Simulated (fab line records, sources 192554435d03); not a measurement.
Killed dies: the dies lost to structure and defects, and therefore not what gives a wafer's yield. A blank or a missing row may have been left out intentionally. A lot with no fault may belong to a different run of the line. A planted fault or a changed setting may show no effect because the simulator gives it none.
Which tool did it? | flow n5Finfet | 30 wafers from 10 lots sampled at 6 of the route's 1938 steps

## WHAT THE GAUGES READ, wafer by wafer
N5_BEOL_M10_INSPECT_58: inspects for defects (darkfield).
lot  | measured     | on               | rawDefectCount
L169 | day 10 02:37 | defectInspect-02 | 118 114 60
L172 | day 10 21:09 | defectInspect-02 | 66 51 67
L170 | day 10 21:17 | defectInspect-01 | 48 74 78
L173 | day 10 23:58 | defectInspect-02 | 104 87 75
L171 | day 11 01:47 | defectInspect-02 | 59 73 58
L176 | day 11 10:28 | defectInspect-02 | 62 74 54
L174 | day 11 15:25 | defectInspect-02 | 49 40 72
L181 | day 13 18:05 | defectInspect-01 | 537 496 534
L182 | day 14 03:53 | defectInspect-01 | 540 507 468
L191 | day 15 21:19 | defectInspect-02 | 70 112 116

N5_BEOL_M11_INSPECT_13: inspects for defects (brightfield).
lot  | measured     | on               | rawDefectCount
L169 | day 10 04:25 | defectInspect-02 | 785 617 511
L172 | day 10 22:46 | defectInspect-01 | 437 403 382
L170 | day 10 22:58 | defectInspect-01 | 416 405 437
L173 | day 11 02:01 | defectInspect-01 | 372 374 500
L171 | day 11 03:07 | defectInspect-02 | 358 387 469
L176 | day 11 13:57 | defectInspect-02 | 424 518 388
L174 | day 11 17:27 | defectInspect-01 | 824 467 430
L181 | day 13 20:06 | defectInspect-01 | 989 903 1057
L182 | day 14 05:40 | defectInspect-02 | 843 811 792
L191 | day 15 23:19 | defectInspect-02 | 532 491 553

## WHAT TOOL EACH LOT RAN ON (gives the tool, then ch and the chambers of the sampled wafers, and finally the start)
lot  | N5_BEOL_M10_SPUTTER_48      | N5_BEOL_M10_PRE_CLEAN_55        | N5_BEOL_M11_CURE_71          | N5_BEOL_M11_PECVD_70
L169 | pvdSputter-02, day 10 01:04 | pecvd-01 ch 0,1, day 10 02:28   | uvCure-02 ch 2, day 10 02:44 | pecvd-02 ch 1,2, day 10 03:17
L172 | pvdSputter-01, day 10 20:02 | pecvd-01 ch 1,2, day 10 21:01   | uvCure-03 ch 2, day 10 21:22 | pecvd-04 ch 1,2, day 10 21:50
L170 | pvdSputter-01, day 10 20:09 | pecvd-03 ch 0,2, day 10 21:10   | uvCure-02 ch 1, day 10 21:25 | pecvd-02 ch 0,1, day 10 21:58
L173 | pvdSputter-02, day 10 22:53 | pecvd-01 ch 1,2, day 10 23:50   | uvCure-01 ch 1, day 11 00:07 | pecvd-04 ch 1,2, day 11 00:40
L171 | pvdSputter-03, day 11 00:39 | pecvd-03 ch 0,1,2, day 11 01:41 | uvCure-01 ch 0, day 11 02:08 | pecvd-04 ch 1,2, day 11 02:28
L176 | pvdSputter-02, day 11 09:15 | pecvd-03 ch 0,2, day 11 10:18   | uvCure-02 ch 1, day 11 10:39 | pecvd-02 ch 0,1,2, day 11 11:07
L174 | pvdSputter-03, day 11 13:54 | pecvd-02 ch 0,1,2, day 11 15:17 | uvCure-02 ch 2, day 11 15:31 | pecvd-02 ch 0,2, day 11 16:33
L181 | pvdSputter-03, day 13 16:49 | pecvd-01 ch 0,1,2, day 13 17:58 | uvCure-01 ch 0, day 13 18:17 | pecvd-04 ch 1,2, day 13 18:45
L182 | pvdSputter-01, day 14 02:50 | pecvd-01 ch 0,1,2, day 14 03:46 | uvCure-03 ch 1, day 14 04:00 | pecvd-03 ch 1,2, day 14 05:02
L191 | pvdSputter-01, day 15 20:20 | pecvd-02 ch 1,2, day 15 21:11   | uvCure-02 ch 1, day 15 21:31 | pecvd-04 ch 0,2, day 15 21:59
- N5_BEOL_M10_SPUTTER_48: material Cu, target thk 12 nm, time 2 s.
- N5_BEOL_M10_PRE_CLEAN_55: time 15 s.
- N5_BEOL_M11_CURE_71: cures SiCOH lowk, time 240 s.
- N5_BEOL_M11_PECVD_70: deposits SiO2 from TEOS/O2, target thk 20 nm, time 22.7 s.

## AS READ BY THE TOOLS THEMSELVES (means over the sampled wafers that have a number; for cases with no such wafer, the mark the record gives instead)
N5_BEOL_M10_SPUTTER_48.
lot  | tool          | susceptorTempC (C) | throttleValvePct (%)
L169 | pvdSputter-02 | -19.94             | 29.9
L172 | pvdSputter-01 | -19.99             | 30.0
L170 | pvdSputter-01 | -20.06             | 30.2
L173 | pvdSputter-02 | -20.03             | 30.2
L171 | pvdSputter-03 | -20.09             | 29.3
L176 | pvdSputter-02 | -19.86             | 29.9
L174 | pvdSputter-03 | -19.90             | 29.4
L181 | pvdSputter-03 | -20.01             | 28.9
L182 | pvdSputter-01 | -20.18             | 30.2
L191 | pvdSputter-01 | -20.10             | 30.2

N5_BEOL_M11_CURE_71.
lot  | tool      | lampPowerPct (%) | wafer_temp_C_max
L169 | uvCure-02 | 52.31            | 385.8
L172 | uvCure-03 | 52.32            | 387.2
L170 | uvCure-02 | 52.33            | 387.8
L173 | uvCure-01 | 52.36            | 387.4
L171 | uvCure-01 | 52.32            | 386.7
L176 | uvCure-02 | 52.30            | 387.5
L174 | uvCure-02 | 52.32            | 386.1
L181 | uvCure-01 | 52.38            | 386.7
L182 | uvCure-03 | 52.34            | 386.4
L191 | uvCure-02 | 52.32            | 387.4

N5_BEOL_M11_PECVD_70.
lot  | tool     | chamberPressureTorr (Torr) | heaterPowerW (W) | showerheadPlenumPTorr (Torr) | susceptorTempC (C) | throttleValvePct (%)
L169 | pecvd-02 | 5.494                      | 625              | 8.76                         | 399.91             | 22.6
L172 | pecvd-04 | 5.497                      | 655              | 8.80                         | 400.08             | 22.1
L170 | pecvd-02 | 5.499                      | 572              | 8.87                         | 400.04             | 23.9
L173 | pecvd-04 | 5.490                      | 629              | 8.82                         | 400.13             | 22.4
L171 | pecvd-04 | 5.493                      | 624              | 8.82                         | 399.87             | 22.3
L176 | pecvd-02 | 5.497                      | 664              | 8.80                         | 399.92             | 22.5
L174 | pecvd-02 | 5.500                      | 695              | 8.76                         | 400.06             | 21.2
L181 | pecvd-04 | 5.496                      | 620              | 8.81                         | 400.01             | 22.4
L182 | pecvd-03 | 5.485                      | 602              | 8.67                         | 400.02             | 20.8
L191 | pecvd-04 | 5.494                      | 577              | 8.78                         | 400.08             | 21.9

## THE ANSWER, worked out from the rows above alone
Rule: the usual values come from the lots themselves. Put in order of their means at a reading, lots are off if they are a third of the lots or fewer, leave a main group of 4 or more, and stand apart from it by a gap of 3 or more times the standard deviation of the main group's means; of several such gaps the widest counts. A main group whose means are all the same, to the digits that the tables above print for the reading, isn't used. Also off: a lot with no number at a reading for which 4 or more lots have one. The other lots that the step has rows for count as sound. First the gauges in route order, then the tools' own readings, where a lot's mean is used as printed above. At the first step where some lot is off, the reading lying furthest off is the one used; lots without a number count as furthest.
Off, at N5_BEOL_M10_INSPECT_58 on rawDefectCount: L181, L182. The main group has a mean of 74 with a standard deviation of 17.
If a tool, at a process step before that reading, ran all the lots that are off and no sound lot after the first of them, it fits. The gauges at N5_BEOL_M10_INSPECT_58 are tried like those tools. Undecided on this evidence; 2 tools fit (pecvd-01 at N5_BEOL_M10_PRE_CLEAN_55, defectInspect-01 at N5_BEOL_M10_INSPECT_58).

## WHAT HAD BEEN PUT IN BY THE SIMULATOR
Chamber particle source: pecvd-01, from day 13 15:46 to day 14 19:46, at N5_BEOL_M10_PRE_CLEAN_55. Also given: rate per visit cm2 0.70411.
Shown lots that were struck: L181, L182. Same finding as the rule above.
